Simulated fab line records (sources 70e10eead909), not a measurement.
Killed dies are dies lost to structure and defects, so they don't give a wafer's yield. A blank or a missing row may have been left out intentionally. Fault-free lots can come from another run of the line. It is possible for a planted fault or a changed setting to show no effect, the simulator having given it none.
fab line records ; flow nand_harc
[record] lots = 6; wafers = 18; last_day = 34
route steps=1302 shown A_STAIRCASE@658 END@1302
lots that met no fault: from a run of the same line without faults
start_h: start of the lot's first displayed wafer, in hours after the record's first day ; wait_h: time in hours since the lot's previous step ; " unchanged from the row above ; L1.1+2: a single row standing in for several wafers ; - value missing, or start not given ; * or withheld: withheld ; < > ~ a bound
route shown NAME@n: a module of which the file shows steps, and the number in the route of the first ; usual: the fault-free wafers' mean and standard deviation ; same: alike in all rows ; chamber/n: place in a boat ; sites: per-site readings ; _std_site: the values' standard deviation ; _edge_site: the outer-site mean with the inner-site mean subtracted ; radius_mm: for every site, how far away it sits from the centre of the wafer ; mask NAME#n: copy n ; behind: tool/chamber where the wafer was last shaped ; hold: why the lot went on hold/how many hours it stayed there/how the hold came to an end ; device: which transistor (n, p or np) failed to switch ; end of line: tests of these same wafers at the route's end ; a step with no rows: only its recipe ; killed: count of dies lost to structure and defects at first sort (not the wafer's yield) ; map: a wafer's dies, marking killed ones x, the rest . and places with no die _
set.NAME: setting as actually run; set.NAME@STEP: the setting as run at that earlier step ; model.NAME: the simulator's own value behind a step, which no gauge read
lots at selected steps of the route; one table per step, one row per wafer
services: a tool's chamber out of use, with start hour (start_h, from the record's first day; less than 0 if before it), hours out, and reason
[[steps]]
[step NHARC_A_STAIRCASE_HMDS_02]
[recipe] time_s = 30
[step NHARC_A_STAIRCASE_COAT_03]
[recipe] spin_rpm = 1200
[step NHARC_A_STAIRCASE_SOFTBAKE_04]
[recipe] temp_c = 135; time_s = 170
[step NHARC_A_STAIRCASE_EBR_05]
[step NHARC_A_STAIRCASE_EXPOSE_06]
[recipe] na = 0.5; dose_mj = 25.43; mask_id = STAIR
[step NHARC_A_STAIRCASE_PEB_07]
[recipe] peb_temp_c = 115; peb_time_s = 130
[step NHARC_A_STAIRCASE_DEVELOP_08]
[recipe] time_s = 140
[step NHARC_A_STAIRCASE_HARDBAKE_10]
[recipe] temp_c = 120; time_s = 140
[step NHARC_A_STAIRCASE_DESCUM_11]
[recipe] time_s = 3; o2_flow_sccm = 200; ar_flow_sccm = 0; bias_power_w = 0; chemistry = O2
[usual] drypump_motor_current_A = 5.8/0.48; oes_product_au = 1.002/0.01; rf_vpp_V = 58.0/0.88; showerhead_plenum_p_Torr = 1.94/0.091; throttle_valve_pct = 11.310/0.0092
lot.wafer;tool;chamber;start_h;wait_h;drypump_motor_current_A;oes_product_au;rf_hours_counter_h;rf_vpp_V;showerhead_plenum_p_Torr;throttle_valve_pct
L405.2;rie_diel-09;3;399.81;-;6.0;1.012;22;57.5;1.77;11.325
L405.4;rie_diel-09;0;399.81;-;4.9;1.006;22;56.9;1.91;11.302
L405.1;rie_diel-09;1;399.81;-;5.8;1.015;22;58.8;2.07;11.308
L406.1;rie_diel-13;0;420.67;-;5.1;0.998;22;58.2;2.03;11.304
L406.4;rie_diel-13;1;420.67;-;5.4;1.008;22;57.3;1.94;11.301
L406.6;rie_diel-13;0;420.67;-;5.0;0.995;-;59.5;2.03;11.306
L418.4;rie_diel-09;3;528.28;-;6.0;1.018;7;59.7;2.07;11.304
L418.1;rie_diel-09;1;528.28;-;5.8;1.030;6;58.3;2.06;11.317
L418.5;rie_diel-09;3;528.28;-;6.0;1.009;-;57.9;2.07;11.313
L417.3;rie_diel-06;2;528.90;-;5.2;0.992;15;59.1;2.04;11.304
L417.4;rie_diel-06;3;528.90;-;6.5;0.985;12;57.3;1.87;11.299
L417.5;rie_diel-06;0;528.90;-;5.8;1.002;-;57.6;1.91;11.302
L421.2;rie_diel-09;2;582.22;-;6.2;1.012;27;57.2;1.88;11.333
L421.1;rie_diel-09;3;582.22;-;6.0;1.017;27;58.0;2.07;11.294
L421.6;rie_diel-09;1;582.22;-;5.8;1.023;-;57.9;2.05;11.309
L422.1;rie_diel-13;0;582.40;-;5.1;0.989;18;58.4;2.01;11.335
L422.2;rie_diel-13;1;582.40;-;5.3;0.996;14;57.4;1.93;11.310
L422.5;rie_diel-13;3;582.40;-;6.4;1.000;-;57.5;1.80;11.317
[step NHARC_A_STAIRCASE_TRIM_12]
[recipe] time_s = 211.2; o2_flow_sccm = 500; ar_flow_sccm = 0; bias_w = 0; chemistry = O2
[usual] chamber_pressure_mTorr = 60.00/0.054; drypump_motor_current_A = 5.8/0.48; oes_product_au = 1.003/0.01; rf_vpp_V = 57.8/0.87; showerhead_plenum_p_Torr = 3.57/0.16; throttle_valve_pct = 17.037/0.0092
[same] bias_w = 0
lot.wafer;tool;chamber;start_h;wait_h;chamber_pressure_mTorr;drypump_motor_current_A;oes_product_au;rf_hours_counter_h;rf_vpp_V;showerhead_plenum_p_Torr;throttle_valve_pct
L405.2;rie_diel-09;3;399.89;0.1;60.06;6.0;1.005;22;56.1;3.28;17.038
L405.1;rie_diel-09;0;399.89;0.1;60.04;4.9;1.005;22;58.3;3.52;17.022
L405.4;rie_diel-09;2;399.89;0.1;60.00;6.2;1.001;22;58.0;3.50;17.031
L406.4;rie_diel-13;1;420.76;0.1;60.02;5.4;0.991;22;58.5;3.58;17.031
L406.1;rie_diel-13;2;420.76;0.1;60.02;5.1;0.994;24;58.3;3.65;17.043
L406.6;rie_diel-13;0;420.76;0.1;59.97;5.1;0.984;-;57.4;3.73;17.037
L418.1;rie_diel-09;0;528.39;0.1;60.08;4.9;0.989;6;57.5;3.51;17.046
L418.4;rie_diel-09;1;528.39;0.1;59.94;5.8;1.015;6;58.3;3.77;17.035
L418.5;rie_diel-09;2;528.39;0.1;59.93;6.2;0.997;-;58.0;3.48;17.029
L417.4;rie_diel-06;1;529.05;0.1;59.96;5.9;1.000;14;57.0;3.58;17.033
L417.3;rie_diel-06;3;529.05;0.1;60.00;6.4;1.000;12;57.2;3.45;17.045
L417.5;rie_diel-06;0;529.05;0.1;60.01;5.8;1.012;-;58.3;3.53;17.032
L421.2;rie_diel-09;3;582.42;0.2;59.88;6.0;1.017;27;59.1;3.79;17.049
L421.1;rie_diel-09;2;582.42;0.2;59.96;6.2;1.002;27;58.7;3.47;17.030
L421.6;rie_diel-09;0;582.42;0.2;60.03;4.9;0.984;-;58.8;3.49;17.029
L422.1;rie_diel-13;2;582.46;0.1;60.09;5.1;0.987;18;59.2;3.61;17.054
L422.2;rie_diel-13;0;582.46;0.1;60.03;5.0;0.986;18;57.3;3.70;17.026
L422.5;rie_diel-13;2;582.46;0.1;60.03;5.1;0.987;-;58.1;3.61;17.033
[step NHARC_A_STAIRCASE_ETCH_13]
[recipe] target_depth_a = 1000; time_s = 40.5; ion_energy_ev = 400; c4f8_flow_sccm = 20; o2_flow_sccm = 10; ar_flow_sccm = withheld; rf_w = 600; bias_w = 1000; chemistry = C4F8/O2
[usual] oes_product_au = 0.947/0.014; rf_vpp_V = 898/5.9
lot.wafer;tool;chamber;start_h;wait_h;oes_product_au;rf_hours_counter_h;rf_vpp_V
L405.1;rie_diel-09;0;-;-;0.964;22;896
L405.4;rie_diel-09;2;-;-;0.953;22;894
L405.2;rie_diel-09;3;-;-;0.949;23;887
L406.1;rie_diel-13;1;-;-;0.947;23;897
L406.4;rie_diel-13;3;-;-;0.939;24;889
L406.6;rie_diel-13;1;-;-;0.946;-;899
L418.1;rie_diel-09;3;-;-;0.956;7;906
L418.4;rie_diel-09;0;-;-;0.932;6;896
L418.5;rie_diel-09;3;-;-;0.957;-;907
L417.4;rie_diel-06;3;-;-;0.934;16;892
L417.3;rie_diel-06;1;-;-;0.933;16;898
L417.5;rie_diel-06;2;-;-;0.922;-;903
L421.2;rie_diel-09;3;-;-;0.947;27;907
L421.1;rie_diel-09;0;-;-;0.930;25;893
L421.6;rie_diel-09;2;-;-;0.935;-;896
L422.1;rie_diel-13;1;-;-;0.938;14;895
L422.2;rie_diel-13;2;-;-;0.933;19;898
L422.5;rie_diel-13;3;-;-;0.923;-;888
[step NHARC_A_STAIRCASE_TRIM_14]
[recipe] time_s = 211.2; o2_flow_sccm = 500; ar_flow_sccm = 0; bias_w = 0; chemistry = O2
[usual] bias_w = 0/0; chamber_pressure_mTorr = 60.00/0.056; drypump_motor_current_A = 5.8/0.49; oes_product_au = 1.004/0.011; rf_vpp_V = 57.8/0.93; showerhead_plenum_p_Torr = 3.56/0.16; throttle_valve_pct = 17.037/0.0087
lot.wafer;tool;chamber;start_h;wait_h;bias_w;chamber_pressure_mTorr;drypump_motor_current_A;oes_product_au;rf_hours_counter_h;rf_vpp_V;showerhead_plenum_p_Torr;throttle_valve_pct
L405.4;rie_diel-09;2;400.13;-;0;59.96;6.2;0.993;22;57.7;3.50;17.040
L405.1;rie_diel-09;3;400.13;-;0;60.03;6.0;1.001;23;57.7;3.28;17.042
L405.2;rie_diel-09;0;400.13;-;0;60.00;4.9;0.998;22;57.7;3.52;17.031
L406.1;rie_diel-13;3;420.98;-;0;60.01;6.4;0.998;24;57.5;3.36;17.042
L406.4;rie_diel-13;0;420.98;-;0;59.97;5.0;1.002;22;58.4;3.73;17.038
L406.6;rie_diel-13;3;420.98;-;0;60.06;6.4;1.003;-;58.1;3.36;17.049
L418.1;rie_diel-09;3;529.11;-;-;-;-;-;-;-;-;-
L418.4;rie_diel-09;2;529.11;-;-;-;-;-;-;-;-;-
L418.5;rie_diel-09;3;529.11;-;-;-;-;-;-;-;-;-
L417.3;rie_diel-06;2;532.25;-;-;-;-;-;-;-;-;-
L417.4;rie_diel-06;3;532.25;-;-;-;-;-;-;-;-;-
L417.5;rie_diel-06;2;532.25;-;-;-;-;-;-;-;-;-
L421.2;rie_diel-09;1;582.68;-;0;60.00;5.8;1.011;25;57.1;3.76;17.040
L421.1;rie_diel-09;2;582.68;-;0;59.92;6.2;0.995;27;56.9;3.47;17.017
L421.6;rie_diel-09;3;582.68;-;0;60.07;6.0;1.012;-;59.0;3.79;17.049
L422.2;rie_diel-13;3;582.71;-;0;60.01;6.4;0.987;20;56.1;3.33;17.039
L422.1;rie_diel-13;0;582.71;-;0;59.97;5.0;0.986;18;56.8;3.70;17.048
L422.5;rie_diel-13;2;582.71;-;0;60.05;5.1;0.988;-;56.2;3.61;17.038
[step NHARC_A_STAIRCASE_ETCH_15]
[recipe] target_depth_a = 1000; time_s = 40.5; ion_energy_ev = 400; c4f8_flow_sccm = 20; o2_flow_sccm = 10; ar_flow_sccm = withheld; rf_w = 600; bias_w = 1000; chemistry = C4F8/O2
[usual] oes_product_au = 0.947/0.011; rf_vpp_V = 897/5.8
lot.wafer;tool;chamber;start_h;wait_h;oes_product_au;rf_hours_counter_h;rf_vpp_V
L405.1;rie_diel-09;2;-;-;0.952;23;895
L405.2;rie_diel-09;3;-;-;0.970;23;886
L405.4;rie_diel-09;0;-;-;0.972;22;896
L406.4;rie_diel-13;2;-;-;0.960;24;900
L406.1;rie_diel-13;3;-;-;0.945;24;889
L406.6;rie_diel-13;2;-;-;0.964;-;900
L418.4;rie_diel-09;0;-;-;0.927;7;896
L418.1;rie_diel-09;1;-;-;0.951;7;904
L418.5;rie_diel-09;1;-;-;0.951;-;905
L417.3;rie_diel-06;2;-;-;0.938;17;903
L417.4;rie_diel-06;3;-;-;0.942;16;895
L417.5;rie_diel-06;3;-;-;0.947;-;893
L421.2;rie_diel-09;0;-;-;0.919;25;895
L421.1;rie_diel-09;2;-;-;0.946;27;895
L421.6;rie_diel-09;1;-;-;0.962;-;903
L422.1;rie_diel-13;0;-;-;0.941;18;902
L422.2;rie_diel-13;2;-;-;0.926;19;897
L422.5;rie_diel-13;3;-;-;0.938;-;890
[step NHARC_END_SORT_01]
[recipe] temp_c = 25
[usual] killed_at_array = 51/18; killed_at_other = 1.0/1.2; killed_at_periphery = 3.7/2.9; killed_dies = 55/19; killed_open = 3.5/1.9; killed_short = 2.6/1.6
[same] gross_dies = 677
lot.wafer;tool;chamber;start_h;wait_h;killed_at_array;killed_at_other;killed_at_periphery;killed_dies;killed_open;killed_short
L418.1;prober-02;0;739.90;2.5;675;2;0;677;4;5
L418.4;prober-02;0;742.31;3.4;672;0;5;677;4;2
L418.5;prober-02;0;743.11;3.7;673;1;3;677;5;4
L417.3;prober-01;0;749.17;3.1;674;0;3;677;1;6
L417.4;prober-01;0;749.97;3.4;665;1;11;677;3;2
L417.5;prober-01;0;750.77;3.7;673;1;3;677;1;5
// killed by level:class
L418.1 A_STAIRCASE:area_trim=632 A_CHANNEL_HOLE_D1:chamber_film_flake=13 A_CONTACT:chamber_film_flake=8 A_CHANNEL_HOLE_D2:chamber_film_flake=7 A_SLIT:chamber_film_flake=4 A_ONON_D2:geometric_particle:short=2 A_CHANNEL_FILL_D2:geometric_particle:open=2 A_CHANNEL_FILL_D1:geometric_particle:open=1
L418.4 A_STAIRCASE:area_trim=641 A_CHANNEL_HOLE_D1:chamber_film_flake=7 A_CONTACT:chamber_film_flake=7 A_CHANNEL_HOLE_D2:chamber_film_flake=6 A_SLIT:chamber_film_flake=6 A_M0:geometric_particle:open=2 P_M1:chamber_film_flake=2 P_GATE:geometric_particle:short=1
L418.5 A_STAIRCASE:area_trim=611 A_CHANNEL_HOLE_D2:chamber_film_flake=26 A_CHANNEL_HOLE_D1:chamber_film_flake=12 A_CONTACT:chamber_film_flake=8 A_SLIT:chamber_film_flake=6 A_CHANNEL_FILL_D1:chamber_film_flake=3 P_CONTACT:geometric_particle:open=1 P_M0:geometric_particle:open=1
L417.3 A_STAIRCASE:area_trim=624 A_CHANNEL_HOLE_D1:chamber_film_flake=29 A_SLIT:chamber_film_flake=5 A_CONTACT:chamber_film_flake=5 A_ONON_D2:geometric_particle:short=2 A_WL_FILL:chamber_film_flake=2 P_CONTACT:geometric_particle:short=1 A_CHANNEL_FILL_D1:geometric_particle:open=1
L417.4 A_STAIRCASE:area_trim=613 A_CHANNEL_HOLE_D1:chamber_film_flake=36 P_M1:chamber_film_flake=8 A_SLIT:chamber_film_flake=5 A_CONTACT:chamber_film_flake=3 A_CHANNEL_FILL_D2:geometric_particle:open=2 A_STAIRCASE:chamber_film_flake=2 A_WL_FILL:chamber_film_flake=2
L417.5 A_STAIRCASE:area_trim=619 A_CHANNEL_HOLE_D1:chamber_film_flake=32 A_CONTACT:chamber_film_flake=8 A_SLIT:chamber_film_flake=7 A_CHANNEL_FILL_D2:geometric_particle:short=2 P_CONTACT:chamber_film_flake=2 P_CONTACT:geometric_particle:open=1 A_CHANNEL_HOLE_D2:geometric_particle:short=1
// map L417.3 (x killed, . not)
____________x____________
_________xxxxxxx_________
_______xxxxxxxxxxx_______
______xxxxxxxxxxxxx______
_____xxxxxxxxxxxxxxx_____
____xxxxxxxxxxxxxxxxx____
____xxxxxxxxxxxxxxxxx____
___xxxxxxxxxxxxxxxxxxx___
___xxxxxxxxxxxxxxxxxxx___
__xxxxxxxxxxxxxxxxxxxxx__
__xxxxxxxxxxxxxxxxxxxxx__
_xxxxxxxxxxxxxxxxxxxxxxx_
_xxxxxxxxxxxxxxxxxxxxxxx_
_xxxxxxxxxxxxxxxxxxxxxxx_
_xxxxxxxxxxxxxxxxxxxxxxx_
_xxxxxxxxxxxxxxxxxxxxxxx_
xxxxxxxxxxxxxxxxxxxxxxxxx
xxxxxxxxxxxxxxxxxxxxxxxxx
xxxxxxxxxxxxxxxxxxxxxxxxx
xxxxxxxxxxxxxxxxxxxxxxxxx
xxxxxxxxxxxxxxxxxxxxxxxxx
_xxxxxxxxxxxxxxxxxxxxxxx_
_xxxxxxxxxxxxxxxxxxxxxxx_
_xxxxxxxxxxxxxxxxxxxxxxx_
_xxxxxxxxxxxxxxxxxxxxxxx_
_xxxxxxxxxxxxxxxxxxxxxxx_
__xxxxxxxxxxxxxxxxxxxxx__
__xxxxxxxxxxxxxxxxxxxxx__
___xxxxxxxxxxxxxxxxxxx___
___xxxxxxxxxxxxxxxxxxx___
____xxxxxxxxxxxxxxxxx____
____xxxxxxxxxxxxxxxxx____
_____xxxxxxxxxxxxxxx_____
______xxxxxxxxxxxxx______
_______xxxxxxxxxxx_______
_________xxxxxxx_________
____________x____________
// map L418.1 (x killed, . not)
____________x____________
_________xxxxxxx_________
_______xxxxxxxxxxx_______
______xxxxxxxxxxxxx______
_____xxxxxxxxxxxxxxx_____
____xxxxxxxxxxxxxxxxx____
____xxxxxxxxxxxxxxxxx____
___xxxxxxxxxxxxxxxxxxx___
___xxxxxxxxxxxxxxxxxxx___
__xxxxxxxxxxxxxxxxxxxxx__
__xxxxxxxxxxxxxxxxxxxxx__
_xxxxxxxxxxxxxxxxxxxxxxx_
_xxxxxxxxxxxxxxxxxxxxxxx_
_xxxxxxxxxxxxxxxxxxxxxxx_
_xxxxxxxxxxxxxxxxxxxxxxx_
_xxxxxxxxxxxxxxxxxxxxxxx_
xxxxxxxxxxxxxxxxxxxxxxxxx
xxxxxxxxxxxxxxxxxxxxxxxxx
xxxxxxxxxxxxxxxxxxxxxxxxx
xxxxxxxxxxxxxxxxxxxxxxxxx
xxxxxxxxxxxxxxxxxxxxxxxxx
_xxxxxxxxxxxxxxxxxxxxxxx_
_xxxxxxxxxxxxxxxxxxxxxxx_
_xxxxxxxxxxxxxxxxxxxxxxx_
_xxxxxxxxxxxxxxxxxxxxxxx_
_xxxxxxxxxxxxxxxxxxxxxxx_
__xxxxxxxxxxxxxxxxxxxxx__
__xxxxxxxxxxxxxxxxxxxxx__
___xxxxxxxxxxxxxxxxxxx___
___xxxxxxxxxxxxxxxxxxx___
____xxxxxxxxxxxxxxxxx____
____xxxxxxxxxxxxxxxxx____
_____xxxxxxxxxxxxxxx_____
______xxxxxxxxxxxxx______
_______xxxxxxxxxxx_______
_________xxxxxxx_________
____________x____________
[[services]]
tool;chamber;start_h;hours;kind
rie_diel-09;0;378.94;-;clean
rie_diel-09;1;378.94;-;clean
rie_diel-09;2;378.94;-;clean
rie_diel-09;3;378.94;-;clean
rie_diel-09;2;403.14;7.8;repair
rie_diel-09;0;404.35;-;clean
rie_diel-09;1;404.35;-;clean
rie_diel-09;3;404.35;-;clean
rie_diel-06;3;422.45;7.5;repair
rie_diel-06;-;425.03;0.3;repair
rie_diel-09;2;427.96;6.4;repair
rie_diel-09;0;428.85;-;clean
rie_diel-09;1;428.85;-;clean
rie_diel-09;3;428.85;-;clean
rie_diel-13;3;438.47;4.7;repair
rie_diel-06;2;442.72;2.9;repair
rie_diel-09;0;453.95;-;clean
rie_diel-09;1;453.95;-;clean
rie_diel-09;0;459.93;16.0;repair
rie_diel-13;-;478.05;0.4;repair
rie_diel-06;-;484.85;9.0;pm
rie_diel-09;-;497.23;9.0;pm
rie_diel-13;-;520.51;9.0;pm
rie_diel-13;1;534.71;5.6;repair
[[key]]
[first_sign] step = NHARC_A_STAIRCASE_TRIM_14; reading = tool_record; direction = missing
[effect] step = NHARC_END_SORT_01; reading = killed_at_array; direction = up; sigmas = 34; usual = 51; struck = 672
[more_kills_born_at] NHARC_A_STAIRCASE_TRIM_14@rie_diel-09 = 1885; NHARC_A_STAIRCASE_TRIM_14@rie_diel-06 = 1859
met_at NHARC_A_STAIRCASE_TRIM_14
struck_wafers L417.3,L417.4,L417.5,L418.1,L418.4,L418.5
later_rows_left_out L417.3,L417.4,L417.5,L418.1,L418.4,L418.5
tester_left_out L417,L418
onset_between 400.13 529.11
[fault] kind = skipped_step_whole; tool = rie_diel-06,rie_diel-09; chamber = -; onset_h = 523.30; steps = NHARC_A_STAIRCASE_TRIM_14; scope = struck_lots_only
// tester_left_out: of these lots the tester's yield and bins aren't shown, on N5 and GAA mostly nor the transistor test; their killed dies are dies lost to structure and defects alone, not to doping, threshold or leakage, so they don't give the yield
// later_rows_left_out: the simulator's readings of these wafers behind a module that went badly wrong aren't trusted and aren't shown, but for the sort
